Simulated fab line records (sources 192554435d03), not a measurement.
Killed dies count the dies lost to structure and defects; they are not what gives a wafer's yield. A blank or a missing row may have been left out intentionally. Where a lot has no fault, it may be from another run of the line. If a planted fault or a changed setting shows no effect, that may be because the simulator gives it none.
Split-lot trial | flow n5Finfet | route with 1938 steps; 7 lots, 21 wafers read

## THE SPLIT
At N5_SD_EPI_N_PEB_07 (peb time 60 s), the setting pebTimeS was moved away from the recipe's 60 s on 4 of the 21 wafers read, by -12.7% to +13.8%. The other wafers ran this setting at the recipe's value.

## SPLIT TO READING: what lies between them in the file, 1 step
- N5_SD_EPI_N_DEVELOP_08: develop time 30 s

## THE READING
cdNm (nm) at N5_SD_EPI_N_CD_MEAS_09, where the cd target is 120 nm. On this fab line, fault-free wafers typically give 119.7 nm with a standard deviation of 0.73 nm.

wafer  | tool, chamber at the split | pebTimeS as run, s | against the recipe | cdNm, nm | against lot-mates on the recipe
L080.1 | lithoTrack-03, 0           | 60                 | recipe             | 119.6    | -
L080.3 | lithoTrack-03, 0           | 60                 | recipe             | 118.6    | -
L080.6 | lithoTrack-03, 0           | 60                 | recipe             | 119.2    | -
L082.2 | lithoTrack-01, 0           | 60                 | recipe             | 119.7    | -
L082.4 | lithoTrack-01, 0           | 68.27              | +13.8%             | 123.3    | +3.6
L082.6 | lithoTrack-01, 0           | 68.27              | +13.8%             | 124.5    | +4.8
L083.2 | lithoTrack-01, 0           | 60                 | recipe             | 119.6    | -
L083.3 | lithoTrack-01, 0           | 60                 | recipe             | 119.6    | -
L083.5 | lithoTrack-01, 0           | 60                 | recipe             | 119.4    | -
L084.3 | lithoTrack-03, 0           | 60                 | recipe             | 120.3    | -
L084.4 | lithoTrack-03, 0           | 52.36              | -12.7%             | 113.6    | -5.8
L084.5 | lithoTrack-03, 0           | 60                 | recipe             | 118.5    | -
L088.1 | lithoTrack-01, 0           | 63.76              | +6.3%              | 122.8    | +2.5
L088.3 | lithoTrack-01, 0           | 60                 | recipe             | 120.0    | -
L088.5 | lithoTrack-01, 0           | 60                 | recipe             | 120.5    | -
L096.1 | lithoTrack-01, 0           | 60                 | recipe             | 120.6    | -
L096.2 | lithoTrack-01, 0           | 60                 | recipe             | 120.2    | -
L096.5 | lithoTrack-01, 0           | 60                 | recipe             | 120.8    | -
L097.1 | lithoTrack-03, 0           | 60                 | recipe             | 118.8    | -
L097.4 | lithoTrack-03, 0           | 60                 | recipe             | 118.4    | -
L097.6 | lithoTrack-03, 0           | 60                 | recipe             | 118.5    | -

FIT RESULTS
A straight line over all 21 wafers: cdNm changes by +0.375 nm for each +1% of pebTimeS; r = +0.92; the points scatter about the line by 0.86 nm.
The same after taking each lot's own level away (the mean of its wafers on the recipe; 21 wafers): +0.358 nm for each +1%; r = +0.96; scatter 0.55 nm.
That fit puts the effect of the largest move of pebTimeS on the reading at 4.9 nm.
Across the lots, their own levels run from 118.57 to 120.53 nm, a range of 2.7 times the standard deviation given above.
The two slopes agree, so the slope changes little with the lot-to-lot level.
Check: with one of the wafers moved furthest among these (+13.8%) left out of the fit, the line predicts +5.44 nm for it against its lot-mates. It came out at +3.6 nm against them.

## OTHER SPLITS ON THESE WAFERS
Other splits were also applied to these wafers ahead of the reading. Each is held against what the fit with the lots' levels taken away leaves over:
other split on the same wafers | wafers away from the commonest value | r with cdNm (lot level and that fit taken away)
N5_FIN_SAQP_ALD_61 aldCycles   | 5                                    | -0.05
N5_DUMMY_GATE_HM_DEP_06 timeS  | 12                                   | +0.17
N5_DUMMY_GATE_COAT_09 spinRpm  | 7                                    | -0.35

## THE WHOLE CHAIN: every reading that the file lists as answering this split, in the file's order
step                   | what it does                                           | reading                                                        | change (the file's fit)               | r (the file's)
N5_SD_EPI_N_CD_MEAS_09 | target cd 120 nm                                       | cdNm                                                           | +0.376 nm for each +1% of the setting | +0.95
N5_SD_EPI_N_DESCUM_14  | chemistry O2, time 7.9 s                               | SD_EPI_N.cdNm (the simulator's own value, which no gauge read) | +0.391 nm for each +1% of the setting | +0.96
N5_SD_EPI_N_ETCH_34    | etches SiARC in CF4, target depth 45.5 nm, time 75.8 s | SD_EPI_N.cdNm (the simulator's own value, which no gauge read) | +0.395 nm for each +1% of the setting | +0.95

## THE FILE'S OWN FIT
cdNm changes by +0.376 nm for each +1% of pebTimeS, r = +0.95.
